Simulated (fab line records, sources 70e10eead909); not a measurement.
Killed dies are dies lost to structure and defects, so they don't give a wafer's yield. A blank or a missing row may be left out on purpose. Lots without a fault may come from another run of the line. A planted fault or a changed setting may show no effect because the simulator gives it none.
Chamber matching | flow nand_harc | NHARC_P_M0_CMP_23 on cmp-01: 4 sister chambers
The step polishes, t overpolish 20 s, target thk 117.54 nm. 8 wafers are shown with their chamber, then 8 later ones without.

WAFERS WITH THEIR CHAMBER
wafer  | chamber | motor_current_A (A) | time_to_endpoint_s (s)
L081.2 | 0       | 11.3                | 23
L082.1 | 3       | 13.8                | 25
L082.3 | 1       | 12.7                | 22
L082.6 | 1       | 12.9                | 24
L087.4 | 0       | 11.1                | 24
L087.5 | 2       | 13.3                | 24
L087.6 | 3       | 13.1                | 27
L092.1 | 2       | 13.2                | 27

WAFERS WITHOUT THEIR CHAMBER
wafer  | motor_current_A (A) | time_to_endpoint_s (s)
L092.5 | 13.2                | 27
L092.6 | 11.2                | 26
L093.1 | 12.3                | 30
L093.2 | 11.3                | 27
L093.5 | 12.8                | 31
L094.1 | 13.0                | 32
L094.2 | 12.9                | 33
L094.5 | 13.0                | 33

WHICH CHAMBER EACH WENT THROUGH
wafer  | from the rows above               | in truth
L092.5 | can't be placed: 2 or 3           | 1
L092.6 | 0                                 | 0
L093.1 | can't be placed: 2 or 1 or 3 or 0 | 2
L093.2 | 0                                 | 0
L093.5 | can't be placed: 2 or 3 or 1      | 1
L094.1 | can't be placed: 3 or 2 or 1      | 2
L094.2 | can't be placed: 3 or 2 or 1      | 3
L094.5 | can't be placed: 3 or 2 or 1      | 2
Placed correctly: 2 of 8. Can't be placed from these rows: 6 (the true chamber is among the candidates in 5). Placed wrongly: 0.
How it was worked out, from the rows above alone: a wafer's distance from a chamber is the root of the sum, over the readings, of the square of ((its reading less the chamber's mean) divided by the reading's scatter). The wafer belongs to the nearest chamber; if the next one is less than 2 further off, it can't be placed. A chamber's mean is the mean of its shown wafers. The scatter: the root of (the sum of the squares of (reading less its chamber's mean) over the shown wafers, divided by (wafers less chambers)).
